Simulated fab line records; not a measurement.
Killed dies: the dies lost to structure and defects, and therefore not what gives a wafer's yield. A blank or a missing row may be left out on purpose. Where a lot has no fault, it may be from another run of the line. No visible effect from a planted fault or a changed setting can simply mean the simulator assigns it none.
Matching of chambers ; flow nand_harc ; pecvd-03 running NHARC_A_STAIRCASE_DEP_325: 3 sister chambers
The step deposits SiO2, target thk 7200 nm. 3 wafers are shown with their chamber, then 9 later ones without.

WAFERS, EACH WITH ITS CHAMBER
wafer;chamber;heater_power_w (W)
L090.1;1;617
L090.2;2;686
L090.5;0;599

WAFERS MISSING THEIR CHAMBER
wafer;heater_power_w (W)
L091.2;575
L091.4;594
L091.5;610
L092.1;577
L092.3;726
L092.5;500
L094.1;714
L094.2;720
L094.3;632

WHICH CHAMBER EACH ONE RAN IN
wafer;from the rows above;in truth
L091.2;can't be placed: 0 or 1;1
L091.4;can't be placed: 0 or 1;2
L091.5;can't be placed: 1 or 0 or 2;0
L092.1;can't be placed: 0 or 1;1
L092.3;can't be placed: 2 or 1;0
L092.5;can't be placed: 0 or 1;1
L094.1;can't be placed: 2 or 1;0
L094.2;can't be placed: 2 or 1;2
L094.3;can't be placed: 1 or 0 or 2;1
Placed correctly: 0 of 9. Can't be placed from these rows: 9 (the true chamber is among the candidates in 6). Placed wrongly: 0.
How it was worked out, from the rows above alone: a wafer's distance from a chamber is the root of the sum, over the readings, of the square of ((its reading less the chamber's mean) divided by the reading's scatter). The wafer belongs to the nearest chamber; if the next one is less than 2 further off, it can't be placed. A chamber's mean is the mean of its shown wafers. The scatter (one wafer shown for each chamber): square how far every hidden wafer sits from the nearest shown wafer, average those squares and take the square root.
